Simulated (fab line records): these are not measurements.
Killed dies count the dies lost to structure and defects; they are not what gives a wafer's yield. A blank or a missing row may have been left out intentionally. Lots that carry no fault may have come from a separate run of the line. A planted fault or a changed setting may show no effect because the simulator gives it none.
Chamber matching	flow nandHarc	rieDiel-13 running NHARC_A_CHANNEL_FILL_D1_STRIP_28: 4 sister chambers
The step strips in O2, time 20 s. 30 wafers are shown with their chamber, then 12 later ones without.

== WAFERS WITH THEIR CHAMBER ==
wafer	chamber	drypumpMotorCurrentA (A)	oesProductAu (a.u.)	rfVppV (V)
L074.1	2	5.9	0.999	57.8
L074.2	1	6.0	0.996	59.8
L074.3	3	6.7	0.999	57.9
L076.1	3	6.6	0.996	57.7
L076.2	2	5.9	1.009	56.7
L076.3	0	6.1	0.997	57.3
L079.1	1	6.0	0.990	57.8
L079.3	0	6.1	0.984	58.6
L079.4	2	5.9	1.013	57.1
L082.1	3	6.6	0.999	58.0
L082.4	2	5.9	1.006	59.2
L082.5	3	6.6	1.014	58.2
L083.1	2	5.9	1.010	56.8
L083.5	0	6.1	0.990	58.7
L083.6	1	6.0	1.004	57.3
L085.2	3	6.7	0.994	57.9
L085.3	1	6.0	0.992	58.8
L085.5	2	5.9	0.998	56.4
L088.3	2	5.9	0.993	56.9
L088.5	3	6.6	0.988	57.1
L088.6	0	6.1	0.982	57.6
L093.1	2	5.9	0.997	58.7
L093.2	3	6.6	0.994	57.3
L093.3	0	6.1	0.991	58.3
L093.4	1	6.0	0.997	57.8
L093.5	2	5.9	0.997	58.1
L093.6	1	6.0	0.992	58.4
L094.1	1	6.0	1.005	58.1
L094.2	0	6.2	0.982	57.0
L094.3	2	5.9	0.999	58.9

SIGNATURES (averages over the wafers above)
reading	chamber 0	chamber 1	chamber 2	chamber 3	scatter within a chamber
drypumpMotorCurrentA	6.117	6.000	5.900	6.629	0.0295
oesProductAu	0.98767	0.99657	1.00210	0.99771	0.0068
rfVppV	57.917	58.286	57.660	57.729	0.806
Rule: a wafer's distance from a chamber is the root of the sum, over the readings, of the square of ((its reading less the chamber's mean) divided by the reading's scatter). If the next closest chamber is less than 2 further off than the closest, the wafer can't be placed; otherwise it belongs to the closest. The scatter is the square root of a quotient: the sum, over the shown wafers, of each reading's squared deviation from its chamber's mean, divided by wafers minus chambers.

== WAFERS WITH NO CHAMBER GIVEN ==
wafer	drypumpMotorCurrentA (A)	oesProductAu (a.u.)	rfVppV (V)
L094.4	6.6	0.987	58.6
L094.5	6.1	0.993	57.1
L094.6	6.0	0.997	58.5
L095.1	6.0	0.972	58.6
L095.2	6.6	0.985	58.5
L095.3	5.9	0.997	58.6
L095.4	6.1	0.984	55.7
L095.5	6.1	0.981	55.1
L095.6	6.7	0.972	56.9
L097.1	6.0	0.994	56.0
L097.2	6.1	0.991	57.2
L097.3	6.6	0.985	58.2

== THE CHAMBER EACH PASSED THROUGH ==
wafer	from the rows above	in truth
L094.4	3	3
L094.5	0	0
L094.6	1	1
L095.1	can't be placed: 1 or 0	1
L095.2	3	3
L095.3	2	2
L095.4	0	0
L095.5	0	0
L095.6	3	3
L097.1	can't be placed: 1 or 2 or 0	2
L097.2	0	0
L097.3	3	3
Correctly placed: 10 of 12. From these rows, 2 cannot be placed; in 2 the true chamber is one of the candidates. 0 placed wrongly.
